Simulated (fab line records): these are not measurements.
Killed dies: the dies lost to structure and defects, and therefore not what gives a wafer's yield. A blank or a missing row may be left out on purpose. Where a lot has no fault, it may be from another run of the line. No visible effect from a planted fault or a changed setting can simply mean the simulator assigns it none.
Matching of chambers :: flow n5_finfet :: 3 sister chambers for N5_FIN_SAQP_PECVD_06 on pecvd-03
The step deposits a-Si from SiH4/He, target thk 60 nm, time 48.1 s. 6 wafers are shown with their chamber, then 8 later ones without.

WAFERS WITH THEIR CHAMBER
wafer: L085.6
chamber: 1
showerhead_plenum_p_Torr (Torr): 5.75
throttle_valve_pct (%): 18.7

wafer: L087.6
chamber: 0
showerhead_plenum_p_Torr (Torr): 5.75
throttle_valve_pct (%): 17.7

wafer: L088.2
chamber: 0
showerhead_plenum_p_Torr (Torr): 5.76
throttle_valve_pct (%): 18.1

wafer: L088.3
chamber: 1
showerhead_plenum_p_Torr (Torr): 5.74
throttle_valve_pct (%): 18.8

wafer: L088.5
chamber: 2
showerhead_plenum_p_Torr (Torr): 5.62
throttle_valve_pct (%): 17.5

wafer: L089.2
chamber: 2
showerhead_plenum_p_Torr (Torr): 5.64
throttle_valve_pct (%): 17.8

WAFERS WITHOUT THEIR CHAMBER
wafer: L089.3
showerhead_plenum_p_Torr (Torr): 5.76
throttle_valve_pct (%): 18.0

wafer: L089.6
showerhead_plenum_p_Torr (Torr): 5.74
throttle_valve_pct (%): 18.6

wafer: L092.1
showerhead_plenum_p_Torr (Torr): 5.74
throttle_valve_pct (%): 18.4

wafer: L092.4
showerhead_plenum_p_Torr (Torr): 5.74
throttle_valve_pct (%): 18.6

wafer: L092.6
showerhead_plenum_p_Torr (Torr): 5.75
throttle_valve_pct (%): 17.9

wafer: L093.1
showerhead_plenum_p_Torr (Torr): 5.65
throttle_valve_pct (%): 18.1

wafer: L093.4
showerhead_plenum_p_Torr (Torr): 5.64
throttle_valve_pct (%): 17.8

wafer: L093.5
showerhead_plenum_p_Torr (Torr): 5.76
throttle_valve_pct (%): 18.1

WHICH CHAMBER EACH ONE RAN IN
wafer: L089.3
from the rows above: 0
in truth: 0

wafer: L089.6
from the rows above: 1
in truth: 1

wafer: L092.1
from the rows above: can't be placed: 1 or 0
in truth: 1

wafer: L092.4
from the rows above: 1
in truth: 1

wafer: L092.6
from the rows above: 0
in truth: 0

wafer: L093.1
from the rows above: 2
in truth: 2

wafer: L093.4
from the rows above: 2
in truth: 2

wafer: L093.5
from the rows above: 0
in truth: 0
Correctly placed: 7 of 8. Not placeable from these rows: 1 (in 1, the candidates include the true chamber). Wrongly placed: 0.
How it was worked out, from the rows above alone: a wafer's distance from a chamber is the root of the sum, over the readings, of the square of ((its reading less the chamber's mean) divided by the reading's scatter). The wafer belongs to the nearest chamber; if the next one is less than 2 further off, it can't be placed. The mean given for a chamber averages the wafers shown for that chamber. The scatter is the square root of a quotient: the sum, over the shown wafers, of each reading's squared deviation from its chamber's mean, divided by wafers minus chambers.
